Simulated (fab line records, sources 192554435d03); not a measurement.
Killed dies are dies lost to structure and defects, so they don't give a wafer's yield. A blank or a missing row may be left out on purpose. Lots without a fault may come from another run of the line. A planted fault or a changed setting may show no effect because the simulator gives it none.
Split-lot experiment | flow n5_finfet | 7 lots, 21 wafers read, on a route of 1938 steps

THE SPLIT
At N5_PMOS_HMC_CHANNEL_EPI_PEB_07 (peb time 60 s), the setting peb_temp_c was moved away from the recipe's 110 C on 7 of the 21 wafers read, by -3.0% to +2.1%. The other wafers ran this setting at the recipe's value.

FROM THE SPLIT TO THE READING: what the file shows between them, 1 step
- N5_PMOS_HMC_CHANNEL_EPI_DEVELOP_08: develop time 30 s

THE READING
cd_nm, in nm, at N5_PMOS_HMC_CHANNEL_EPI_CD_MEAS_09 (target cd 237.4 nm). Fault-free wafers of this fab line usually give 237.7 nm, standard deviation 1.4 nm.

wafer  | tool, chamber at the split | peb_temp_c as run, C | against the recipe | cd_nm, nm | against lot-mates on the recipe
L077.3 | litho_track-03, 0          | 110                  | recipe             | 237.4     | -
L077.5 | litho_track-03, 0          | 112.2                | +2.0%              | 241.9     | +3.9
L077.6 | litho_track-03, 0          | 110                  | recipe             | 238.6     | -
L079.4 | litho_track-02, 0          | 110                  | recipe             | 237.5     | -
L079.5 | litho_track-02, 0          | 110                  | recipe             | 238.2     | -
L079.6 | litho_track-02, 0          | 110                  | recipe             | 238.9     | -
L080.4 | litho_track-02, 0          | 110                  | recipe             | 239.1     | -
L080.5 | litho_track-02, 0          | 110                  | recipe             | 238.5     | -
L080.6 | litho_track-02, 0          | 110                  | recipe             | 239.2     | -
L084.2 | litho_track-03, 0          | 110                  | recipe             | 237.0     | -
L084.3 | litho_track-03, 0          | 110                  | recipe             | 239.0     | -
L084.6 | litho_track-03, 0          | 112                  | +1.8%              | 244.5     | +6.5
L085.2 | litho_track-05, 0          | 110                  | recipe             | 236.9     | -
L085.3 | litho_track-05, 0          | 106.7                | -3.0%              | 223.7     | -13.2
L085.5 | litho_track-05, 0          | 106.7                | -3.0%              | 225.8     | -11.1
L087.1 | litho_track-02, 0          | 110                  | recipe             | 239.3     | -
L087.3 | litho_track-02, 0          | 112.3                | +2.1%              | 244.0     | +5.6
L087.6 | litho_track-02, 0          | 110                  | recipe             | 237.4     | -
L097.1 | litho_track-03, 0          | 112.2                | +2.0%              | 243.7     | +5.4
L097.3 | litho_track-03, 0          | 112.2                | +2.0%              | 246.7     | +8.4
L097.5 | litho_track-03, 0          | 110                  | recipe             | 238.3     | -

THE FIT
A straight line over all 21 wafers: cd_nm changes by +3.76 nm for each +1% of peb_temp_c; r = +0.96; the points scatter about the line by 1.4 nm.
The same after taking each lot's own level away (the mean of its wafers on the recipe; 21 wafers): +3.54 nm for each +1%; r = +0.97; scatter 1.2 nm.
On that fit, the largest move of peb_temp_c shifts the reading by 11 nm.
The lots' own levels span 236.90 to 238.93 nm, that is 1.5 times the standard deviation above.
So the lot-to-lot level changes the slope little: the two slopes agree.
Check: with one of the wafers moved furthest among these (-3.0%) left out of the fit, the line predicts -9.99 nm for it against its lot-mates. It came out at -13.2 nm against them.

OTHER SPLITS ON THESE WAFERS
These wafers also went through other splits before the reading. Each is held against what the fit with the lots' levels taken away leaves over:
other split on the same wafers           | wafers away from the commonest value | r with cd_nm (lot level and that fit taken away)
N5_ZERO_LAYER_ETCH_18 icp_w              | 6                                    | -0.19
N5_PMOS_HMC_CHANNEL_EPI_COAT_31 spin_rpm | 5                                    | -0.49

THE WHOLE CHAIN: every reading that the file lists as answering this split, in the file's order
step                               | what it does                                                           | reading                                                                     | change (the file's fit)              | r (the file's)
N5_PMOS_HMC_CHANNEL_EPI_CD_MEAS_09 | target cd 237.4 nm                                                     | cd_nm                                                                       | +3.31 nm for each +1% of the setting | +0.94
N5_PMOS_HMC_CHANNEL_EPI_DESCUM_14  | chemistry O2, time 7.9 s                                               | PMOS_HMC_CHANNEL_EPI.cd_nm (the simulator's own value, which no gauge read) | +3.38 nm for each +1% of the setting | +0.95
N5_PMOS_HMC_CHANNEL_EPI_ETCH_32    | etches BARC in N2/H2, stops on SiO2, target depth 85.8 nm, time 50.3 s | PMOS_HMC_CHANNEL_EPI.cd_nm (the simulator's own value, which no gauge read) | +3.46 nm for each +1% of the setting | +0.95

THE FILE'S OWN FIT
cd_nm changes by +3.31 nm for each +1% of peb_temp_c, r = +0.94.
